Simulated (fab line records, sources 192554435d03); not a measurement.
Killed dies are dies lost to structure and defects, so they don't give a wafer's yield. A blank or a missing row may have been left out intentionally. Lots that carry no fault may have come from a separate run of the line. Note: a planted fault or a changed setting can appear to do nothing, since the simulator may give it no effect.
Split-lot trial :: flow n5Finfet :: 7 lots, 21 wafers read, on a route of 1938 steps

## THE SPLIT
At N5_ZERO_LAYER_COAT_05 (resist thk 1000 nm), the setting spinRpm was moved away from the recipe's 1500 rpm on 9 of the 21 wafers read, by -5.3% to +11.2%. For the rest of the wafers, this setting stayed at what the recipe calls for.

## FROM THE SPLIT TO THE READING: what the file shows between them, 4 steps
- N5_ZERO_LAYER_EXPOSE_08: exposes mask ZERO, defocus 0 nm, target cd 2000 nm (also split here: doseMj)
- N5_ZERO_LAYER_PEB_09
- N5_ZERO_LAYER_DEVELOP_10: develop time 60 s
- N5_ZERO_LAYER_DESCUM_16: chemistry O2, time 7.9 s

## THE READING
coat_of_ZERO_LAYER_COAT_05.thkNm (the simulator's own value, which no gauge read), in nm, at N5_ZERO_LAYER_ETCH_17 (etches SiO2 in CF4, target depth 12 nm, time 13.3 s). The file does not state a usual value for it. The 12 wafers here that ran the recipe average 972.2 nm, standard deviation 2.4 nm.

wafer: L075.1
tool, chamber at the split: lithoTrack-01, 0
spinRpm as run, rpm: 1500
against the recipe: recipe
coat_of_ZERO_LAYER_COAT_05.thkNm, nm: 968.7
against lot-mates on the recipe: -

wafer: L075.3
tool, chamber at the split: lithoTrack-01, 0
spinRpm as run, rpm: 1500
against the recipe: recipe
coat_of_ZERO_LAYER_COAT_05.thkNm, nm: 973.5
against lot-mates on the recipe: -

wafer: L075.4
tool, chamber at the split: lithoTrack-01, 0
spinRpm as run, rpm: 1500
against the recipe: recipe
coat_of_ZERO_LAYER_COAT_05.thkNm, nm: 970.5
against lot-mates on the recipe: -

wafer: L076.1
tool, chamber at the split: lithoTrack-01, 0
spinRpm as run, rpm: 1612
against the recipe: +7.5%
coat_of_ZERO_LAYER_COAT_05.thkNm, nm: 940.5
against lot-mates on the recipe: -35.4

wafer: L076.2
tool, chamber at the split: lithoTrack-01, 0
spinRpm as run, rpm: 1612
against the recipe: +7.5%
coat_of_ZERO_LAYER_COAT_05.thkNm, nm: 939.2
against lot-mates on the recipe: -36.7

wafer: L076.6
tool, chamber at the split: lithoTrack-01, 0
spinRpm as run, rpm: 1500
against the recipe: recipe
coat_of_ZERO_LAYER_COAT_05.thkNm, nm: 975.9
against lot-mates on the recipe: -

wafer: L077.2
tool, chamber at the split: lithoTrack-01, 0
spinRpm as run, rpm: 1424
against the recipe: -5.1%
coat_of_ZERO_LAYER_COAT_05.thkNm, nm: 997.7
against lot-mates on the recipe: +24.5

wafer: L077.5
tool, chamber at the split: lithoTrack-01, 0
spinRpm as run, rpm: 1500
against the recipe: recipe
coat_of_ZERO_LAYER_COAT_05.thkNm, nm: 973.2
against lot-mates on the recipe: -

wafer: L077.6
tool, chamber at the split: lithoTrack-01, 0
spinRpm as run, rpm: 1424
against the recipe: -5.1%
coat_of_ZERO_LAYER_COAT_05.thkNm, nm: 998.2
against lot-mates on the recipe: +25.0

wafer: L080.4
tool, chamber at the split: lithoTrack-01, 0
spinRpm as run, rpm: 1500
against the recipe: recipe
coat_of_ZERO_LAYER_COAT_05.thkNm, nm: 974.4
against lot-mates on the recipe: -

wafer: L080.5
tool, chamber at the split: lithoTrack-01, 0
spinRpm as run, rpm: 1500
against the recipe: recipe
coat_of_ZERO_LAYER_COAT_05.thkNm, nm: 973.9
against lot-mates on the recipe: -

wafer: L080.6
tool, chamber at the split: lithoTrack-01, 0
spinRpm as run, rpm: 1500
against the recipe: recipe
coat_of_ZERO_LAYER_COAT_05.thkNm, nm: 974
against lot-mates on the recipe: -

wafer: L087.1
tool, chamber at the split: lithoTrack-01, 0
spinRpm as run, rpm: 1668
against the recipe: +11.2%
coat_of_ZERO_LAYER_COAT_05.thkNm, nm: 919.2
against lot-mates on the recipe: -48.0

wafer: L087.2
tool, chamber at the split: lithoTrack-01, 0
spinRpm as run, rpm: 1668
against the recipe: +11.2%
coat_of_ZERO_LAYER_COAT_05.thkNm, nm: 917.6
against lot-mates on the recipe: -49.6

wafer: L087.4
tool, chamber at the split: lithoTrack-01, 0
spinRpm as run, rpm: 1500
against the recipe: recipe
coat_of_ZERO_LAYER_COAT_05.thkNm, nm: 967.2
against lot-mates on the recipe: -

wafer: L089.2
tool, chamber at the split: lithoTrack-02, 0
spinRpm as run, rpm: 1500
against the recipe: recipe
coat_of_ZERO_LAYER_COAT_05.thkNm, nm: 971.2
against lot-mates on the recipe: -

wafer: L089.3
tool, chamber at the split: lithoTrack-02, 0
spinRpm as run, rpm: 1420
against the recipe: -5.3%
coat_of_ZERO_LAYER_COAT_05.thkNm, nm: 998.8
against lot-mates on the recipe: +27.6

wafer: L089.5
tool, chamber at the split: lithoTrack-02, 0
spinRpm as run, rpm: 1420
against the recipe: -5.3%
coat_of_ZERO_LAYER_COAT_05.thkNm, nm: 998.7
against lot-mates on the recipe: +27.5

wafer: L090.1
tool, chamber at the split: lithoTrack-01, 0
spinRpm as run, rpm: 1667
against the recipe: +11.1%
coat_of_ZERO_LAYER_COAT_05.thkNm, nm: 920.6
against lot-mates on the recipe: -51.5

wafer: L090.2
tool, chamber at the split: lithoTrack-01, 0
spinRpm as run, rpm: 1500
against the recipe: recipe
coat_of_ZERO_LAYER_COAT_05.thkNm, nm: 972.2
against lot-mates on the recipe: -

wafer: L090.4
tool, chamber at the split: lithoTrack-01, 0
spinRpm as run, rpm: 1500
against the recipe: recipe
coat_of_ZERO_LAYER_COAT_05.thkNm, nm: 972
against lot-mates on the recipe: -

FIT RESULTS
A straight line over all 21 wafers: coat_of_ZERO_LAYER_COAT_05.thkNm changes by -4.75 nm for each +1% of spinRpm; r = -1.00; the points scatter about the line by 2.2 nm.
The same after taking each lot's own level away (the mean of its wafers on the recipe; 21 wafers): -4.65 nm for each +1%; r = -1.00; scatter 1.6 nm.
That fit puts the effect of the largest move of spinRpm on the reading at 52 nm.
Across the lots, their own levels run from 967.20 to 975.90 nm, a range of 3.6 times the standard deviation given above.
Hence the lot-to-lot level has little effect on the slope; both slopes agree.
Check: for one of the wafers moved furthest among these (+11.2%), held out of the fit, the line's prediction against its lot-mates is -52.5 nm. It came out at -48 nm against them.

## OTHER SPLITS ON THESE WAFERS
Before the reading, these wafers also passed through other splits. Each is held against what the fit with the lots' levels taken away leaves over:
other split on the same wafers: N5_ZERO_LAYER_PECVD_02 timeS
wafers away from the commonest value: 7
r with coat_of_ZERO_LAYER_COAT_05.thkNm (lot level and that fit taken away): +0.04

other split on the same wafers: N5_ZERO_LAYER_EXPOSE_08 doseMj
wafers away from the commonest value: 2
r with coat_of_ZERO_LAYER_COAT_05.thkNm (lot level and that fit taken away): -0.04

## THE WHOLE CHAIN: every reading that the file lists as answering this split, in the file's order
step: N5_ZERO_LAYER_COAT_05
what it does: resist thk 1000 nm
reading: coat_of_ZERO_LAYER_COAT_05.thkNm (the simulator's own value, which no gauge read)
change (the file's fit): -4.65 nm for each +1% of the setting
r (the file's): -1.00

step: N5_ZERO_LAYER_ETCH_17
what it does: etches SiO2 in CF4, target depth 12 nm, time 13.3 s
reading: coat_of_ZERO_LAYER_COAT_05.thkNm (the simulator's own value, which no gauge read)
change (the file's fit): -4.62 nm for each +1% of the setting
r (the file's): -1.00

step: N5_ZERO_LAYER_STRIP_24
what it does: strips in O2
reading: stripTimeToEndpointS
change (the file's fit): withheld for each +1% of the setting
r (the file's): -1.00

## THE FILE'S OWN FIT
coat_of_ZERO_LAYER_COAT_05.thkNm changes by -4.62 nm for each +1% of spinRpm, r = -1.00.
